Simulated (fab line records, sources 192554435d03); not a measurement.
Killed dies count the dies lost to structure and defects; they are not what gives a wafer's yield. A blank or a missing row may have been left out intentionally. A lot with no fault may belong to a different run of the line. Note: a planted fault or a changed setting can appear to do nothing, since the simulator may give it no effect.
A lot that was struck, set against a sound lot || flow n5Finfet || 26 out of 1938 route steps
Sound: wafers L498.1, L498.3, L498.5. Wafers struck: L508.1, L508.3, L508.4. The cause is given at the end.
Each step with rows lists, per side, the tool, then ch with its chambers, then its first start. Under that, the readings that differ: sound wafers || struck wafers || difference of the means || sigmas: that difference in standard deviations of wafers without a fault.
alike: words and numbers the same on both sides, and readings whose means are apart by under 2 such deviations; not compared: readings that were withheld, readings missing a value for some wafer, numbers with overlapping values and no deviation given by the record, and bounds like >300 which may hide the same value.
A row with sigmas, a row that says differs or no value, or rows on one side alone: a step with any of these is where the two part. Numbers that don't overlap but have no deviation are shown without sigmas and don't part them. Lack of a reading on every wafer of one side parts them only where that side has two or more wafers.

first, 9 steps without rows for these wafers: N5_BEOL_M4_ILD_DEP_00 (deposits SiOC from DEMS/O2, target thk 79 nm, time 15.3 s); N5_BEOL_M4_PECVD_72 (deposits SiO2 from TEOS/O2, target thk 16 nm, time 18 s); N5_BEOL_M4_HM_DEP_02 (deposits TiN, target thk 20 nm); N5_BEOL_M4_COAT_61 (time 60 s, resist thk 60 nm); N5_BEOL_M4_COAT_62 (time 60 s, resist thk 12 nm); N5_BEOL_M4_COAT_73 (time 60 s, resist thk 5 nm); N5_BEOL_M4_COAT_05 (resist thk 30 nm); N5_BEOL_M4_EBR_07; N5_BEOL_M4_SOFTBAKE_06 (time 60 s).
N5_BEOL_M4_EXPOSE_08: exposes mask M4.
  sound on euvScanner-01 ch 0, day 11 01:22; struck on euvScanner-01 ch 0, day 13 09:59
{"reading": "exposureDoseMJCm2", "sound": "41.19 41.19 41.19", "struck": "35.59 35.59 35.69", "difference": -5.57, "sigmas": "-99 or more"}
  alike: mask
then, 2 steps without rows for these wafers: N5_BEOL_M4_PEB_09 (peb time 60 s); N5_BEOL_M4_DEVELOP_10 (develop time 30 s).
N5_BEOL_M4_CD_MEAS_11: the cd target is 16.79 nm.
  sound on cdSem-03 ch 0, day 11 01:30; struck on cdSem-01 ch 0, day 13 10:07
{"reading": "cdNm (nm)", "sound": "16.59 16.80 16.23", "struck": "13.85 13.65 13.88", "difference": -2.75, "sigmas": -11}
then, 1 step without rows for these wafers: N5_BEOL_M4_DESCUM_16 (chemistry O2, time 7 s).
N5_BEOL_M4_ETCH_74: etches underlayer in N2/H2, target depth 6.5 nm, time 5.2 s.
  sound on rieDiel-03 ch 0,2,3, day 11 01:43; struck on rieDiel-02 ch 0,1,2, day 13 10:23
{"reading": "etchRfOnTimeS (s)", "sound": "5.18 5.13 5.12", "struck": "5.28 5.32 5.29", "difference": "+0.15", "sigmas": "+2"}
{"reading": "model.BEOL_M4.cdOffsetNm (nm)", "sound": "-0.4 0 -0.2", "struck": "-3 -2.8 -3", "difference": -3, "sigmas": ""}
  alike: drypumpMotorCurrentA, h2FlowSccm, oesProductAu, rfVppV, showerheadPlenumPTorr, throttleValvePct
  not compared: rfHoursCounterH
then, 5 steps without rows for these wafers: N5_BEOL_M4_ETCH_63 (etches SiARC in CF4, target depth 15.6 nm, time 26 s); N5_BEOL_M4_ETCH_64 (etches SOC in N2/H2, target depth 75 nm, overetch 22.5 nm, time 121.9 s); N5_BEOL_M4_STRIP_65 (strips in N2/H2); N5_BEOL_M4_STRIP_75 (strips in N2/H2); N5_BEOL_M4_STRIP_66 (strips in CF4).
N5_BEOL_M4_HM_OPEN_17: chemistry Cl2/BCl3, target TiN, target depth 20 nm, overetch 6 nm.
  sound on rieMetal-01 ch 0,1, day 11 01:56; struck on rieMetal-02 ch 1, day 13 10:36
{"reading": "mfcArSccm (sccm)", "sound": "25.04 25.12 25.08", "struck": "24.90 24.99 24.92", "difference": -0.14, "sigmas": -2}
{"reading": "oesProductAu (a.u.)", "sound": "0.57 0.57 0.57", "struck": "0.78 0.78 0.78", "difference": "+0.21", "sigmas": "+2"}
{"reading": "throttleValvePct (%)", "sound": "22.19 22.46 22.46", "struck": "21.92 21.93 21.91", "difference": -0.45, "sigmas": -2}
{"reading": "model.BEOL_M4.cdOffsetNm (nm)", "sound": "-0.4 0 -0.6", "struck": "-3.4 -3 -3.4", "difference": -2.9, "sigmas": ""}
  alike: drypumpMotorCurrentA
  not compared: rfHoursCounterH
then, 1 step without rows for these wafers: N5_BEOL_M4_STRIP_19 (strips in O2).
N5_BEOL_M4_CD_MEAS_18: pitch 36 nm, target cd 18 nm.
  sound: cdSem-02 at day 11 02:07; struck: cdSem-03 at day 13 10:52
{"reading": "cdNm (nm)", "sound": "17.85 18.08 17.55", "struck": "14.69 14.91 14.58", "difference": -3.10, "sigmas": -10}
then, 1 step without rows for these wafers: N5_BEOL_M4_COAT_67 (time 60 s, resist thk 60 nm).
N5_BEOL_M4_RC_MEAS_101:
  the record has rows for the sound wafers here (prober-02 ch 0, day 11 16:56) and none for the struck ones
next, for these wafers, 1 step has no rows: N5_PASSIVATION_PROBE_49.

== WHERE THEY PART ==
Earliest at N5_BEOL_M4_EXPOSE_08; latest, in this record, at N5_BEOL_M4_RC_MEAS_101.

WHY: what had been put in by the simulator
Drift in process parameters on euvScanner-01 at N5_BEOL_M4_EXPOSE_08, starting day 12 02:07. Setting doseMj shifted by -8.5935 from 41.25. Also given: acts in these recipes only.
